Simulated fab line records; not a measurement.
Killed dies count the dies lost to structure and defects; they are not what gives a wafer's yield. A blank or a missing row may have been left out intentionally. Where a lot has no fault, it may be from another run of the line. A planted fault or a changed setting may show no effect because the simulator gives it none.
fab line records	flow n5Finfet
record: lots: 6	wafers: 18	lastDay: 18
route steps=1938 shown BEOL_M14@1720
lots that met no fault: from a run of the same line without faults
startH: start of the lot's first displayed wafer, in hours after the record's first day	waitH: hours elapsed since this lot's preceding step	" unchanged from the row above	L1.1+2: one row covering several wafers at once	- value missing, or start not given	* or withheld: withheld	< > ~ a bound
route shown NAME@n: a module of which the file shows steps, and the number in the route of the first	usual: mean/standard deviation of fault-free wafers	same: alike in all rows	chamber/n: place in a boat	sites: the reading at each site	_std_site: the values' standard deviation	_edge_site: the outer-site mean with the inner-site mean subtracted	radiusMm: for every site, how far away it sits from the centre of the wafer	mask NAME#n: copy n	behind: the tool/chamber that last shaped the wafer	hold: why the lot was held/for how many hours/how that ended	device: which transistor (n, p or np) failed to switch	end of line: tests of these same wafers at the route's end	where a step has no rows: the recipe by itself	killed: at the first sort, the dies lost to defects and structure; wafer yield is something else	map: dies across one wafer; x = killed, . = not, _ = none there
set.NAME: the setting that was run; set.NAME@STEP: the one run at that earlier step	model.NAME: the simulator's own value behind a step, which no gauge read
lots seen at some steps along the route; tables by step, rows by wafer
services: from which hour (startH, from the record's first day; less than 0 if before it) a tool's chamber was out of use, for how many hours, and why
== steps ==
step: N5_BEOL_M14_EBR_06
recipe: solvent: PGMEA	ebrWidthMm: 1.5
step: N5_BEOL_M14_SOFTBAKE_05
recipe: tempC: 130	timeS: 60
step: N5_BEOL_M14_EXPOSE_07
recipe: maskId: V13	na: 0.8	sourceShape: annular	sigmaInner: 0.5	sigmaOuter: 0.8	polarization: unpolarized	attpsmPhaseDeg: 180	doseMj: 57
step: N5_BEOL_M14_PEB_08
recipe: pebTempC: 130	pebTimeS: 90
step: N5_BEOL_M14_DEVELOP_09
recipe: developTimeS: 45	rinseLiquid: diw	dry: airSpin	devTempC: 21
step: N5_BEOL_M14_HARDBAKE_14
recipe: tempC: 130	timeS: 120
step: N5_BEOL_M14_CD_MEAS_10
recipe: targetCdNm: 250	landingEnergyEv: 500	detector: seInlens	polarity: opening
usual: cdNm: 250.1/1.3
lot.wafer	tool	chamber	startH	waitH	cdNm
L612.1	cdSem-02	0	278.13	-	251.6
L612.2	"	0	"	"	250.5
L612.5	"	0	"	"	249.5
L617.3	cdSem-01	0	328.68	-	248.5
L617.4	"	0	"	"	249.6
L617.6	"	0	"	"	249.0
L618.3	cdSem-02	0	347.30	-	249.6
L618.4	"	0	"	"	251.0
L618.5	"	0	"	"	251.3
L616.2	cdSem-01	0	347.84	-	248.5
L616.4	"	0	"	"	250.9
L616.6	"	0	"	"	249.8
L628.1	cdSem-02	0	396.06	-	248.2
L628.3	"	0	"	"	248.4
L628.4	"	0	"	"	250.7
L629.4	cdSem-02	0	412.91	-	250.0
L629.5	"	0	"	"	248.8
L629.6	"	0	"	"	250.8
step: N5_BEOL_M14_OVL_MEAS_11
recipe: pointsPerWafer: 44
usual: V13_OVL: -3/5.1
lot.wafer	tool	chamber	startH	waitH	V13_OVL[nm]
L612.1	overlay-02	0	278.16	0.0	-13
L612.2	"	0	"	"	-6
L612.5	"	0	"	"	-16
L617.3	overlay-01	0	328.71	0.0	-14
L617.4	"	0	"	"	-2
L617.6	"	0	"	"	-5
L618.3	overlay-01	0	347.33	0.0	6
L618.4	"	0	"	"	0
L618.5	"	0	"	"	4
L616.2	overlay-02	0	347.87	0.0	0
L616.4	"	0	"	"	-5
L616.6	"	0	"	"	0
L628.1	overlay-01	0	396.09	0.0	-3
L628.3	"	0	"	"	-2
L628.4	"	0	"	"	3
L629.4	overlay-02	0	412.94	0.0	1
L629.5	"	0	"	"	-6
L629.6	"	0	"	"	-8
step: N5_BEOL_M14_INSPECT_12
recipe: mode: adi	inspectInstrument: macro
usual: rawDefectCount: 1.8/1.4
lot.wafer	tool	chamber	startH	waitH	rawDefectCount
L612.1	defectInspect-01	-	278.18	0.0	1
L612.2	"	-	"	"	2
L612.5	"	-	"	"	3
L617.3	defectInspect-01	-	328.73	0.0	1
L617.4	"	-	"	"	1
L617.6	"	-	"	"	1
L618.3	defectInspect-01	-	347.35	0.0	0
L618.4	"	-	"	"	3
L618.5	"	-	"	"	3
L616.2	defectInspect-02	-	347.89	0.0	2
L616.4	"	-	"	"	1
L616.6	"	-	"	"	2
L628.1	defectInspect-01	-	396.11	0.0	0
L628.3	"	-	"	"	3
L628.4	"	-	"	"	1
L629.4	defectInspect-01	-	412.96	0.0	3
L629.5	"	-	"	"	1
L629.6	"	-	"	"	2
step: N5_BEOL_M14_DESCUM_15
recipe: chemistry: O2	timeS: 7.9	sourcePowerW: 50	biasPowerW: 20	pressureMtorr: 20	rfFrequencyHz: 2.712e+07	tempC: 40	o2FlowSccm: 225
usual: drypumpMotorCurrentA: 5.9/0.34	oesProductAu: 0.82/0.084	rfVppV: 243.6/1.7	showerheadPlenumPTorr: 2.12/0.1	throttleValvePct: 20.32/0.19
lot.wafer	tool	chamber	startH	waitH	drypumpMotorCurrentA	oesProductAu	rfHoursCounterH	rfVppV	showerheadPlenumPTorr	throttleValvePct
L612.1	rieDiel-05	3	278.22	0.0	6.3	0.93	12	243.5	2.15	20.31
L612.2	"	2	"	"	5.8	0.85	46	245.8	2.22	20.32
L612.5	"	1	"	"	5.4	0.73	-	240.2	1.91	20.57
L617.3	rieDiel-05	2	328.85	0.1	5.8	0.83	63	245.5	2.22	20.36
L617.4	"	3	"	"	6.3	0.89	29	244.4	2.14	20.32
L617.6	"	3	"	"	6.3	0.89	-	244.5	2.14	20.30
L618.3	rieDiel-05	2	347.38	0.0	5.8	0.82	71	244.6	2.21	20.39
L618.4	"	1	"	"	5.4	0.71	-	238.0	1.90	20.59
L618.5	"	2	"	"	5.8	0.82	-	244.6	2.21	20.37
L616.2	rieDiel-02	1	347.93	0.0	5.5	0.75	144	245.2	2.18	20.42
L616.4	"	3	"	"	5.9	0.69	241	245.6	2.15	20.30
L616.6	"	0	"	"	5.3	0.80	-	243.5	2.20	20.24
L628.1	rieDiel-04	0	397.57	1.5	6.4	0.80	125	245.1	2.20	20.36
L628.3	"	3	"	"	6.0	0.91	20	243.8	2.05	20.10
L628.4	"	1	"	"	6.1	0.91	40	244.9	2.21	20.01
L629.4	rieDiel-04	3	413.01	0.0	6.0	0.89	-	241.6	2.05	20.12
L629.5	"	1	"	"	6.1	0.90	-	245.6	2.21	20.02
L629.6	"	2	"	"	6.1	0.77	-	242.1	2.00	20.66
step: N5_BEOL_M14_ETCH_59
recipe: chemistry: N2/H2	target: BARC	targetDepthA: 890	overetchA: 267	timeS: 67.9	ionEnergyEv: 200	pressureMtorr: 30	sourceW: 840	biasW: 150	n2FlowSccm: 200	h2FlowSccm: 200
usual: drypumpMotorCurrentA: 5.9/0.35	h2FlowSccm: 200.1/0.59	oesProductAu: 0.70/0.068	rfVppV: 525/3.5	showerheadPlenumPTorr: 2.58/0.12	throttleValvePct: 17.79/0.21
lot.wafer	tool	chamber	startH	waitH	drypumpMotorCurrentA	h2FlowSccm	oesProductAu	rfHoursCounterH	rfVppV	showerheadPlenumPTorr	throttleValvePct
L612.1	rieDiel-05	3	278.25	0.0	6.3	199.1	0.79	12	526	2.61	17.76
L612.2	"	2	"	"	5.8	199.8	0.73	46	528	2.70	17.76
L612.5	"	1	"	"	5.4	198.9	0.62	-	517	2.33	18.13
L617.3	rieDiel-05	2	328.88	0.0	5.8	200.0	0.71	63	528	2.69	17.78
L617.4	"	3	"	"	6.3	199.8	0.76	29	525	2.60	17.79
L617.6	"	3	"	"	6.3	200.1	0.75	-	524	2.60	17.80
L618.3	rieDiel-05	2	347.42	0.0	5.8	198.9	0.71	71	528	2.69	17.81
L618.4	"	1	"	"	5.4	199.2	0.61	-	517	2.32	18.14
L618.5	"	2	"	"	5.8	199.8	0.70	-	528	2.69	17.81
L616.2	rieDiel-02	1	347.96	0.0	5.5	199.3	0.65	144	526	2.65	17.84
L616.4	"	3	"	"	5.9	199.9	0.60	241	526	2.61	17.89
L616.6	"	0	"	"	5.3	199.9	0.66	-	527	2.67	17.73
L628.1	rieDiel-04	0	397.60	0.0	6.3	200.1	0.68	125	527	2.66	17.76
L628.3	"	3	"	"	6.0	199.7	0.77	20	523	2.49	17.56
L628.4	"	1	"	"	6.1	200.1	0.77	40	528	2.69	17.46
L629.4	rieDiel-04	3	413.05	0.0	6.0	200.4	0.76	-	524	2.49	17.57
L629.5	"	1	"	"	6.1	200.0	0.76	-	528	2.69	17.48
L629.6	"	2	"	"	6.1	200.0	0.65	-	520	2.44	18.16
step: N5_BEOL_M14_VIA_ETCH_16
recipe: chemistry: C4F8/O2/Ar	target: SiO2	heInnerTorr: 15	heOuterTorr: 30	targetDepthA: 12313	timeS: withheld	ionEnergyEv: 800	pressureMtorr: 20	sourceW: 1905	biasW: 2040	Ar_flow_sccm: 400	C4F8_flow_sccm: 16	O2_flow_sccm: 12	ends: cleared
usual: drypumpMotorCurrentA: 5.9/0.35	heInnerTorr: 14.999/0.028	oesProductAu: 0.74/0.075	rfVppV: 2230/12	showerheadPlenumPTorr: 3.48/0.15	throttleValvePct: 30.77/0.23
lot.wafer	tool	chamber	startH	waitH	drypumpMotorCurrentA	heInnerTorr	oesProductAu	rfVppV	showerheadPlenumPTorr	throttleValvePct
L612.1	rieDiel-05	3	278.30	0.0	6.3	14.994	0.83	2219	3.51	30.77
L612.2	"	2	"	"	5.8	14.940	0.77	2252	3.64	30.87
L612.5	"	1	"	"	5.4	15.022	0.66	2218	3.17	31.11
L617.3	rieDiel-05	2	328.94	0.0	5.8	15.003	0.76	2250	3.63	30.87
L617.4	"	3	"	"	6.3	14.973	0.80	2218	3.50	30.78
L617.6	"	3	"	"	6.3	15.025	0.80	2217	3.50	30.80
L618.3	rieDiel-05	2	347.47	0.0	5.8	14.966	0.74	2249	3.63	30.89
L618.4	"	1	"	"	5.4	15.030	0.64	2216	3.16	31.12
L618.5	"	2	"	"	5.8	14.965	0.74	2249	3.63	30.88
L616.2	rieDiel-02	1	348.02	0.0	5.5	15.021	0.68	2246	3.59	30.96
L616.4	"	3	"	"	5.9	15.003	0.62	2222	3.51	30.56
L616.6	"	0	"	"	5.3	14.974	0.71	2221	3.60	30.72
L628.1	rieDiel-04	0	397.66	0.0	6.4	15.004	0.71	2221	3.59	30.72
L628.3	"	3	"	"	6.1	15.023	0.81	2233	3.36	30.47
L628.4	"	1	"	"	6.1	14.967	0.81	2230	3.63	30.50
L629.4	rieDiel-04	3	413.17	0.1	6.0	15.002	0.80	2233	3.35	30.48
L629.5	"	1	"	"	6.1	15.013	0.79	2228	3.62	30.49
L629.6	"	2	"	"	6.1	15.020	0.69	2220	3.31	31.17
step: N5_BEOL_M14_STRIP_63
recipe: chemistry: O2	powerW: 600	tempC: 60	pressureMtorr: 30	rfFrequencyHz: 6e+07	biasPowerW: 0	overashFraction: 0.3	o2FlowSccm: 225
usual: biasPowerW: 0/0	chamberPressureMTorr: 30.00/0.047	drypumpMotorCurrentA: 5.9/0.35	oesProductAu: 0.82/0.084	rfVppV: 3.6/0.88	showerheadPlenumPTorr: 2.12/0.1	throttleValvePct: 16.56/0.2
lot.wafer	tool	chamber	startH	waitH	biasPowerW	chamberPressureMTorr	drypumpMotorCurrentA	oesProductAu	rfHoursCounterH	rfVppV	showerheadPlenumPTorr	throttleValvePct	model.coat_of_BEOL_M14_COAT_04.thkNm
L612.1	rieDiel-05	3	278	-	0	30.00	6.3	0.93	12	4.1	2.15	16.47	0
L612.2	"	2	"	"	0	30.03	5.8	0.86	46	3.0	2.23	16.55	0
L612.5	"	1	"	"	0	29.98	5.4	0.73	-	3.7	1.91	16.81	0
L617.3	rieDiel-05	2	329	-	0	29.97	5.8	0.83	63	3.4	2.22	16.62	0
L617.4	"	3	"	"	0	29.98	6.3	0.89	29	2.6	2.14	16.52	0
L617.6	"	3	"	"	0	30.03	6.3	0.90	-	4.7	2.14	16.52	0
L618.3	rieDiel-05	2	347	-	-	-	-	-	-	-	-	-	457.4
L618.4	"	1	"	"	-	-	-	-	-	-	-	-	455.8
L618.5	"	2	"	"	-	-	-	-	-	-	-	-	460.4
L616.2	rieDiel-02	1	348	-	-	-	-	-	-	-	-	-	454.6
L616.4	"	3	"	"	-	-	-	-	-	-	-	-	446.8
L616.6	"	0	"	"	-	-	-	-	-	-	-	-	446.6
L628.1	rieDiel-04	0	397	-	0	30.02	6.3	0.79	125	2.4	2.21	16.61	0
L628.3	"	3	"	"	0	29.99	6.0	0.90	20	3.5	2.06	16.34	0
L628.4	"	1	"	"	0	30.01	6.1	0.91	40	3.7	2.22	16.23	0
L629.4	rieDiel-04	3	413	-	0	30.00	6.0	0.89	-	3.2	2.06	16.33	0
L629.5	"	1	"	"	0	29.94	6.1	0.90	-	2.7	2.21	16.24	0
L629.6	"	2	"	"	0	30.06	6.1	0.77	-	3.2	2.00	16.86	0
step: N5_BEOL_M14_STRIP_64
recipe: chemistry: O2	powerW: 600	tempC: 60	pressureMtorr: 30	rfFrequencyHz: 6e+07	biasPowerW: 0	overashFraction: 0.3	o2FlowSccm: 225
usual: chamberPressureMTorr: 29.999/0.03	drypumpMotorCurrentA: 5.9/0.35	oesProductAu: 0.82/0.084	rfVppV: 3.6/0.47	showerheadPlenumPTorr: 2.12/0.1	throttleValvePct: 16.55/0.2
same: biasPowerW: 0
lot.wafer	tool	chamber	startH	waitH	chamberPressureMTorr	drypumpMotorCurrentA	oesProductAu	rfHoursCounterH	rfVppV	showerheadPlenumPTorr	throttleValvePct
L612.1	rieDiel-05	3	-	-	29.954	6.3	0.93	12	3.4	2.15	16.51
L612.2	"	2	"	"	29.986	5.8	0.85	46	4.1	2.23	16.54
L612.5	"	1	"	"	29.977	5.4	0.73	-	3.6	1.91	16.79
L617.3	rieDiel-05	2	-	-	30.003	5.8	0.83	63	4.5	2.22	16.59
L617.4	"	3	"	"	30.044	6.3	0.89	29	3.4	2.14	16.54
L617.6	"	3	"	"	29.995	6.3	0.89	-	3.4	2.14	16.52
L618.3	rieDiel-05	2	-	-	30.045	5.8	0.83	71	1.9	2.22	16.61
L618.4	"	1	"	"	29.973	5.4	0.71	-	4.0	1.90	16.87
L618.5	"	2	"	"	30.026	5.8	0.82	-	4.2	2.22	16.58
L616.2	rieDiel-02	1	-	-	29.924	5.5	0.76	145	4.0	2.18	16.66
L616.4	"	3	"	"	29.999	5.9	0.70	241	3.5	2.15	16.60
L616.6	"	0	"	"	29.967	5.3	0.78	-	5.1	2.20	16.45
L628.1	rieDiel-04	0	-	-	29.982	6.4	0.79	125	3.3	2.21	16.58
L628.3	"	3	"	"	30.018	6.0	0.91	20	4.0	2.06	16.33
L628.4	"	1	"	"	30.001	6.1	0.90	40	3.3	2.22	16.24
L629.4	rieDiel-04	3	-	-	29.965	6.0	0.90	-	4.2	2.05	16.32
L629.5	"	1	"	"	29.935	6.1	0.90	-	3.3	2.22	16.27
L629.6	"	2	"	"	29.990	6.1	0.77	-	3.1	2.00	16.87
== services ==
tool	chamber	startH	hours	kind
rieDiel-05	0	267.67	7.6	repair
rieDiel-04	1	277.22	-	clean
rieDiel-04	1	277.22	-	consumableReplace:focusRing
rieDiel-04	1	277.22	-	consumableReplace:showerhead
rieDiel-04	1	277.22	13.6	scheduledDown
rieDiel-04	1	277.22	13.6	ventCycle
rieDiel-02	3	321.37	8.5	repair
rieDiel-04	3	323.22	-	clean
rieDiel-04	3	323.22	-	consumableReplace:focusRing
rieDiel-04	3	323.22	13.6	scheduledDown
rieDiel-04	3	323.22	13.6	ventCycle
rieDiel-05	3	337.33	15.2	repair
rieDiel-02	1	356.92	13.5	repair
rieDiel-04	0	404.31	19.7	repair
== key ==
firstSign: step: N5_BEOL_M14_STRIP_63	reading: toolRecord	direction: missing
effect none on later readings
modelEffect: step: N5_BEOL_M14_STRIP_63	value: coat_of_BEOL_M14_COAT_04.thkNm	without: 0	struck: 453.6
metAt N5_BEOL_M14_STRIP_63
struckWafers L616.2,L616.4,L616.6,L618.3,L618.4,L618.5
onsetBetween 329 347
fault: kind: skippedStepWhole	tool: rieDiel-02,rieDiel-05	chamber: -	onsetH: 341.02	steps: N5_BEOL_M14_STRIP_63	scope: struckLotsOnly
